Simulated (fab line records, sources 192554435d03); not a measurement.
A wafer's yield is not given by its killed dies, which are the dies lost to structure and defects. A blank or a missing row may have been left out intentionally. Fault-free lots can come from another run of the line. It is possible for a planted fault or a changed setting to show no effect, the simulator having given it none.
Which tool did it?	flow n5Finfet	route of 1938 steps, sampled at 1 step: 24 lots, 72 wafers

## WHAT THE GAUGES SHOWED, per wafer
N5_BEOL_M3_INSPECT_59: inspects for defects (darkfield).
lot	measured	on	rawDefectCount
L074	day 7 07:38	defectInspect-01	104 98 74
L075	day 7 12:23	defectInspect-01	53 95 77
L076	day 7 20:07	defectInspect-02	52 56 44
L077	day 8 02:53	defectInspect-02	92 56 123
L078	day 8 05:21	defectInspect-02	65 98 59
L079	day 8 10:28	defectInspect-02	100 83 92
L080	day 8 22:23	defectInspect-02	62 73 76
L081	day 9 05:53	defectInspect-02	72 71 92
L082	day 9 10:16	defectInspect-01	104 89 151
L083	day 9 18:36	defectInspect-02	83 80 71
L084	day 9 23:46	defectInspect-01	71 96 52
L085	day 10 03:01	defectInspect-01	60 75 73
L086	day 10 17:25	defectInspect-01	78 70 43
L088	day 10 17:48	defectInspect-02	57 55 105
L087	day 10 20:44	defectInspect-01	111 79 102
L089	day 11 00:02	defectInspect-01	53 70 72
L090	day 11 03:53	defectInspect-01	37 41 41
L091	day 11 10:29	defectInspect-02	57 70 86
L092	day 11 23:35	defectInspect-02	100 42 102
L094	day 12 17:11	defectInspect-02	56 54 85
L093	day 12 19:17	defectInspect-01	36 73 76
L095	day 12 20:22	defectInspect-01	45 39 28
L096	day 13 04:50	defectInspect-01	31 31 23
L097	day 13 06:46	defectInspect-01	40 48 94

## TOOL THAT RAN EACH LOT (tool first, then ch and the chambers of the sampled wafers, then the start)
Before these readings, the record contains no process step.

## WHAT THE TOOLS THEMSELVES READ (means of the sampled wafers that have a number; where no wafer has one, the mark that the record gives instead)
The record holds no such reading with a usual standard deviation.

## THE ANSWER, worked out from the rows above alone
Rule: the lots themselves supply what counts as usual. Put in order of their means at a reading, lots are off if they are a third of the lots or fewer, leave a main group of 4 or more, and stand apart from it by a gap of 3 or more times the standard deviation of the main group's means; of several such gaps the widest counts. A main group is skipped when, at the precision printed for the reading in the tables above, its means are all equal. A lot without any number at a reading at which 4 lots or more have one is off too. All remaining lots with rows at the step are treated as sound. Order of review: gauges by route order, followed by the tools' own readings, for which a lot's mean as printed above is used. The first step at which some lot is off is used, and at that step the reading that is off furthest; a lot without a number counts as furthest.
No lot is off at any reading shown: from this, nothing can be told.

## WHAT HAD BEEN PUT IN BY THE SIMULATOR
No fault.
